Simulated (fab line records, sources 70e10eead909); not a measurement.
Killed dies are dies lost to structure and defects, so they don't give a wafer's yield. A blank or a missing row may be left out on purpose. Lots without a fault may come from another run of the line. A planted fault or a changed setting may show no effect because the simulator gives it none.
A struck lot beside a sound one | flow nand_harc | 14 steps out of a route of 1302
Sound: wafers L489.1, L489.3, L489.5. Struck: wafer L483.2. (L483.1, L483.3 of the same lot were not struck and are left out.) The cause comes at the end.
At each step with rows: each side's tool, then ch and its chambers, then its first start. Under that, the readings that differ: sound wafers | struck wafers | difference of the means | sigmas: that difference in standard deviations of wafers without a fault.
alike: readings whose means differ by less than 2 such deviations, and words and numbers that are the same on both sides. not compared: withheld readings, readings that some wafer has no value for, bounds like >300 that may hide the same value, and numbers for which the record gives no deviation and whose values overlap.
The two part at a step that has a row with sigmas, a row that says differs or no value, or rows on one side only. Numbers that don't overlap but have no deviation are shown without sigmas and don't part them. A reading that every wafer of one side lacks parts them only if that side has two wafers or more.

NHARC_A_CHANNEL_HOLE_D2_CD_MEAS_31:
  sound on cd_sem-03, day 21 19:32; struck on cd_sem-02, day 19 10:38
  alike: cd_nm
NHARC_A_CHANNEL_HOLE_D2_XSEM_32:
  sound on xsem-01 ch 0, day 21 19:37; struck on xsem-01 ch 0, day 19 10:43
  alike: bot_cd_nm, bow_nm, tilt_deg
NHARC_A_CHANNEL_HOLE_D2_INSPECT_40:
  sound on defect_inspect-01, day 21 19:43; struck on defect_inspect-02, day 19 10:49
  alike: raw_defect_count
then, 2 steps without rows for these wafers: NHARC_A_CHANNEL_FILL_D2_PRECLEAN_00 (cleans in SC1); NHARC_A_CHANNEL_FILL_D2_SRD_01.
NHARC_A_CHANNEL_FILL_D2_ALD_02: deposits SiO2, target thk 6 nm, pulse time 10 s, ald cycles 60.
  sound on ald_hk-01 ch 0,3, day 21 20:54; struck on ald_hk-02 ch 2, day 19 11:00
  reading            | sound       | struck | difference | sigmas
  heater_power_w (W) | 376 409 406 | 481    | +84        | +2
  alike: precursor_pulse_height_rel
NHARC_A_CHANNEL_FILL_D2_ALD_03: deposits SiNx, target thk 6 nm, pulse time 60 s, ald cycles 58.
  sound on ald_sin_batch-03 ch 0; struck on ald_sin_batch-01 ch 0
  reading                    | sound             | struck | difference | sigmas
  precursor_pulse_height_rel | 1.008 1.005 0.973 | 0.956  | -0.039     | -2
then, 1 step without rows for these wafers: NHARC_A_CHANNEL_FILL_D2_ALD_14 (deposits SiO2, target thk 2.5 nm, pulse time 10 s, ald cycles 25).
NHARC_A_CHANNEL_FILL_D2_ALD_15: deposits SiNx, target thk 2 nm, pulse time 60 s, ald cycles 19.
  sound on ald_sin_batch-02 ch 0; struck on ald_sin_batch-02 ch 0
  alike: precursor_pulse_height_rel
then, 3 steps without rows for these wafers: NHARC_A_CHANNEL_FILL_D2_ALD_16 (deposits SiO2, target thk 1.5 nm, pulse time 10 s, ald cycles 15); NHARC_A_CHANNEL_FILL_D2_ANNEAL_17 (time 1800 s); NHARC_A_CHANNEL_FILL_D2_CVD_18 (deposits poly-Si, target thk 3 nm).
NHARC_A_CHANNEL_FILL_D2_ETCHBACK_19: etches the open film in HBr/Cl2, target depth 5 nm, time 1.7 s.
  sound on rie_si-02 ch 0,1,2, day 22 23:10; struck on rie_si-01 ch 3, day 20 10:57
  reading               | sound             | struck | difference | sigmas
  oes_product_au (a.u.) | 0.991 0.978 1.000 | 0.712  | -0.278     | -23
  alike: drypump_motor_current_A, rf_fwd_power_W, throttle_valve_pct
  not compared: rf_hours_counter_h
NHARC_A_CHANNEL_FILL_D2_ETCHBACK_20: etches the open film in C4F8/O2/Ar, target depth 27 nm, time 13.5 s.
  sound on rie_diel-12 ch 0,2,3, day 22 23:16; struck on rie_diel-07 ch 1, day 20 11:05
  alike: oes_product_au, rf_fwd_power_W, rf_vpp_V
  not compared: rf_hours_counter_h

WHERE THEY PART
First at NHARC_A_CHANNEL_FILL_D2_ALD_02; last, within this record, at NHARC_A_CHANNEL_FILL_D2_ETCHBACK_19. Later steps at which nothing parts them and some readings are alike: NHARC_A_CHANNEL_FILL_D2_ETCHBACK_20.

WHY: what the simulator had put in
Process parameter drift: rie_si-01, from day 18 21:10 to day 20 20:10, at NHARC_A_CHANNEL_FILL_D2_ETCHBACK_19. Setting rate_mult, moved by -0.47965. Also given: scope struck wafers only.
